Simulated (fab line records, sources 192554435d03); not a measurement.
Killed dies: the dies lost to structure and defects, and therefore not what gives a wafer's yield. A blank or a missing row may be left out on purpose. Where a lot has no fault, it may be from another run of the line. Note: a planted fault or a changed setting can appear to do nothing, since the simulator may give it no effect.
The tool behind it: which one? | flow n5_finfet | 10 lots with 29 wafers sampled at 5 steps, on a route of 1938 steps

== WHAT THE GAUGES SHOWED, per wafer ==
N5_BEOL_M0_SAQP_OVL_MEAS_41. Usual: M0_CUT1_OVL 0.1 nm, standard deviation 0.68.
lot  | measured     | on         | M0_CUT1_OVL (nm) | flag
L607 | day 5 20:56  | overlay-02 | 0.3 1.3          |
L610 | day 6 11:53  | overlay-02 | 0.6 0.7 -0.1     |
L611 | day 6 15:29  | overlay-01 | 0.2 0.3 0.8      |
L612 | day 6 20:49  | overlay-01 | -0.6 0.0 -0.6    |
L621 | day 9 11:56  | overlay-02 | 1.1 0.4 0.3      |
L622 | day 9 16:04  | overlay-01 | 1.0 1.1 0.2      |
L623 | day 9 21:31  | overlay-01 | -0.6 -0.6 -0.3   |
L628 | day 11 01:56 | overlay-01 | 0.3 0.1 0.1      |
L629 | day 11 12:17 | overlay-02 | 0.0 -0.1 -0.3    |
L630 | day 11 12:37 | overlay-01 | 0.4 -0.3 0.3     |

N5_BEOL_M4_RC_MEAS_101. Usual: DIBL_N 36.2 mV/V, standard deviation 1.7; DIBL_P 36.6 mV/V, standard deviation 1.9; IOFF_N 0.16 nA/um, standard deviation 0.032; IOFF_P 0.21 nA/um, standard deviation 0.037; ION_N 675 uA/um, standard deviation 12; ION_P 460 uA/um, standard deviation 8.1; SS_N 71.4 mV/dec, standard deviation 0.58; SS_P 73.4 mV/dec, standard deviation 0.64; VT_N 249 mV, standard deviation 3.2; VT_P -252 mV, standard deviation 3.4.
lot  | measured     | on        | DIBL_N (mV/V)  | DIBL_P (mV/V)  | IOFF_N (nA/um) | IOFF_P (nA/um) | ION_N (uA/um) | ION_P (uA/um) | SS_N (mV/dec)  | SS_P (mV/dec)  | VT_N (mV)   | VT_P (mV)      | flag
L607 | day 7 22:44  | prober-02 | 39.2 36.3      | 38.4 35.2      | 0.20 0.15      | 0.22 0.18      | 673 674       | 452 459       | 72.1 70.1      | 73.8 73.3      | 246 248     | -252 -252      |
L610 | day 8 15:17  | prober-02 | 38.1 34.9 36.7 | 38.5 35.8 37.3 | 0.19 0.14 0.17 | 0.23 0.19 0.21 | 682 657 676   | 462 450 462   | 72.5 71.9 71.4 | 73.5 72.8 73.5 | 248 253 250 | -250 -253 -253 |
L611 | day 9 00:46  | prober-02 | 37.4 35.3 36.7 | 37.4 34.8 36.8 | 0.19 0.14 0.18 | 0.21 0.17 0.20 | 688 669 664   | 468 454 457   | 71.5 71.3 72.4 | 73.3 73.3 73.7 | 247 253 249 | -251 -255 -252 |
L612 | day 9 02:31  | prober-02 | 37.4 34.8 35.5 | 38.4 34.5 35.5 | 0.18 0.13 0.15 | 0.23 0.16 0.18 | 679 674 671   | 467 461 458   | 71.6 70.8 70.8 | 74.6 73.0 73.6 | 249 251 251 | -246 -251 -253 |
L621 | day 11 07:01 | prober-02 | 38.6 34.5 37.6 | 41.4 36.3 40.2 | 0.21 0.13 0.18 | 0.26 0.18 0.23 | 679 668 681   | 467 460 464   | 72.2 71.0 71.9 | 74.4 72.3 73.9 | 246 253 247 | -249 -252 -254 |
L622 | day 11 09:05 | prober-01 | 35.3 33.8 33.4 | 37.0 34.9 34.9 | 0.17 0.14 0.13 | 0.18 0.15 0.15 | 685 671 654   | 454 444 442   | 71.2 71.3 70.9 | 73.0 73.1 72.6 | 249 250 250 | -258 -260 -259 |
L623 | day 12 01:31 | prober-01 | 35.6 37.8 35.9 | 36.4 38.3 36.5 | 0.15 0.20 0.15 | 0.20 0.23 0.21 | 665 670 678   | 455 455 462   | 71.0 72.0 71.7 | 73.4 73.8 73.6 | 251 246 251 | -249 -251 -252 |
L628 | day 13 02:18 | prober-02 | 36.0 37.7 37.8 | 35.2 37.2 37.0 | 0.16 0.18 0.19 | 0.22 0.24 0.25 | 677 697 692   | 469 471 472   | 70.8 71.9 71.6 | 73.1 73.8 73.7 | 249 247 248 | -249 -246 -247 |
L629 | day 13 07:38 | prober-01 | 38.3 37.1 36.5 | 39.7 37.1 36.0 | 0.20 0.18 0.17 | 0.26 0.22 0.21 | 692 682 682   | 470 466 466   | 71.9 71.8 71.2 | 74.3 74.0 73.5 | 247 248 248 | -247 -251 -250 |
L630 | day 13 08:45 | prober-02 | 37.0 35.7 37.2 | 35.9 34.2 37.3 | 0.16 0.13 0.17 | 0.21 0.19 0.23 | 680 666 684   | 465 460 469   | 71.2 69.8 71.0 | 72.9 72.2 73.9 | 249 254 249 | -253 -250 -247 |

== WHAT TOOL EACH LOT RAN ON (gives the tool, then ch and the chambers of the sampled wafers, and finally the start) ==
lot  | N5_BEOL_M0_SAQP_SPACER2_ALD_26    | N5_BEOL_M0_SAQP_SPACER2_ETCHBACK_27 | N5_BEOL_M0_SAQP_COAT_87
L607 | ald_sin-03 ch 1, day 5 19:37      | rie_diel-03 ch 0, day 5 20:16       | litho_track-03 ch 0, day 5 20:31
L610 | ald_sin-03 ch 0,2, day 6 10:47    | rie_diel-02 ch 1,2, day 6 11:20     | litho_track-03 ch 0, day 6 11:35
L611 | ald_sin-03 ch 1,2,3, day 6 14:24  | rie_diel-02 ch 1,2,3, day 6 14:57   | litho_track-02 ch 0, day 6 15:11
L612 | ald_sin-03 ch 0,1, day 6 19:44    | rie_diel-01 ch 0,2, day 6 20:16     | litho_track-03 ch 0, day 6 20:31
L621 | ald_sin-02 ch 0,1, day 9 10:50    | rie_diel-03 ch 1,2,3, day 9 11:23   | litho_track-02 ch 0, day 9 11:38
L622 | ald_sin-01 ch 0,1,3, day 9 14:59  | rie_diel-02 ch 1,2,3, day 9 15:32   | litho_track-03 ch 0, day 9 15:47
L623 | ald_sin-01 ch 2,3, day 9 20:20    | rie_diel-03 ch 2,3, day 9 20:59     | litho_track-02 ch 0, day 9 21:13
L628 | ald_sin-02 ch 0,1,2, day 11 00:43 | rie_diel-02 ch 1,2, day 11 01:16    | litho_track-02 ch 0, day 11 01:31
L629 | ald_sin-01 ch 2,3, day 11 11:11   | rie_diel-03 ch 2,3, day 11 11:44    | litho_track-03 ch 0, day 11 11:59
L630 | ald_sin-03 ch 2,3, day 11 11:25   | rie_diel-02 ch 0,1, day 11 11:58    | litho_track-03 ch 0, day 11 12:12
- N5_BEOL_M0_SAQP_SPACER2_ALD_26: deposits SiO2, target thk 15 nm, pulse time 1 s, purge time 2 s.
- N5_BEOL_M0_SAQP_SPACER2_ETCHBACK_27: etches SiO2 in CHF3/O2, target depth 22.5 nm, time 11.25 s.
- N5_BEOL_M0_SAQP_COAT_87: time 60 s, resist thk 5 nm.

== WHAT THE TOOLS THEMSELVES READ (means of the sampled wafers that have a number; where no wafer has one, the mark that the record gives instead) ==
N5_BEOL_M0_SAQP_SPACER2_ALD_26. Usual: heater_power_w 495 W, standard deviation 43; precursor_pulse_height_rel 0.998, standard deviation 0.02.
lot  | tool       | heater_power_w (W) | precursor_pulse_height_rel | flag
L607 | ald_sin-03 | 420                | 1.022                      |
L610 | ald_sin-03 | 530                | 0.993                      |
L611 | ald_sin-03 | 490                | 0.996                      |
L612 | ald_sin-03 | 460                | 0.992                      |
L621 | ald_sin-02 | 518                | 0.988                      |
L622 | ald_sin-01 | 497                | 0.977                      |
L623 | ald_sin-01 | 488                | 0.992                      |
L628 | ald_sin-02 | 520                | 0.993                      |
L629 | ald_sin-01 | 484                | 0.992                      |
L630 | ald_sin-03 | 514                | 1.000                      |

N5_BEOL_M0_SAQP_SPACER2_ETCHBACK_27. Usual: drypump_motor_current_A 5.8 A, standard deviation 0.5; oes_product_au 0.77 a.u., standard deviation 0.082; rf_vpp_V 523 V, standard deviation 14; showerhead_plenum_p_Torr 2.45 Torr, standard deviation 0.066; throttle_valve_pct 18.85 %, standard deviation 0.18.
lot  | tool        | drypump_motor_current_A (A) | oes_product_au (a.u.) | rf_vpp_V (V) | showerhead_plenum_p_Torr (Torr) | throttle_valve_pct (%) | flag
L607 | rie_diel-03 | 6.8                         | 0.78                  | 513          | 2.45                            | 18.95                  |
L610 | rie_diel-02 | 6.3                         | 0.73                  | 510          | 2.40                            | 18.89                  |
L611 | rie_diel-02 | 5.9                         | 0.73                  | 513          | 2.36                            | 18.87                  |
L612 | rie_diel-01 | 5.7                         | 0.80                  | 542          | 2.48                            | 18.69                  |
L621 | rie_diel-03 | 5.7                         | 0.77                  | 524          | 2.45                            | 18.94                  |
L622 | rie_diel-02 | 6.0                         | 0.80                  | 512          | 2.45                            | 18.77                  |
L623 | rie_diel-03 | 5.2                         | 0.83                  | 525          | 2.40                            | 18.82                  |
L628 | rie_diel-02 | 6.2                         | 0.71                  | 509          | 2.39                            | 18.95                  |
L629 | rie_diel-03 | 5.2                         | 0.80                  | 525          | 2.40                            | 18.83                  |
L630 | rie_diel-02 | 5.6                         | 0.72                  | 521          | 2.42                            | 18.78                  |

N5_BEOL_M0_SAQP_COAT_87. Usual: heater_power_total_W 391.6 W, standard deviation 1.3; plate_temp_C 205.00 C, standard deviation 0.15.
lot  | tool           | heater_power_total_W (W) | plate_temp_C (C) | flag
L607 | litho_track-03 | 390.5                    | 205.00           |
L610 | litho_track-03 | 409.6                    | 212.96           | OFF
L611 | litho_track-02 | 392.0                    | 205.23           |
L612 | litho_track-03 | 410.2                    | 212.97           | OFF
L621 | litho_track-02 | 392.3                    | 205.00           |
L622 | litho_track-03 | 391.2                    | 204.88           |
L623 | litho_track-02 | 389.8                    | 205.18           |
L628 | litho_track-02 | 391.1                    | 205.13           |
L629 | litho_track-03 | 392.7                    | 204.91           |
L630 | litho_track-03 | 392.1                    | 204.85           |

== THE ANSWER, worked out from the rows above alone ==
Rule: take the mean of a lot's wafers that have a number; if it is more than 3 standard deviations from the usual mean, the lot is off. A lot without any number at a reading at which 4 lots or more have one is off too. The other lots that the step has rows for count as sound. Order of review: gauges by route order, followed by the tools' own readings, for which a lot's mean as printed above is used. At the first step where some lot is off, the reading lying furthest off is the one used; lots without a number count as furthest.
Off, at N5_BEOL_M0_SAQP_COAT_87 on plate_temp_C: L610, L612.
If a tool, at that step or one of the process steps before it, ran each lot that is off and ran no sound lot following the first of them, it fits. No candidate that was tried fits.

== WHAT THE SIMULATOR HAD INSERTED ==
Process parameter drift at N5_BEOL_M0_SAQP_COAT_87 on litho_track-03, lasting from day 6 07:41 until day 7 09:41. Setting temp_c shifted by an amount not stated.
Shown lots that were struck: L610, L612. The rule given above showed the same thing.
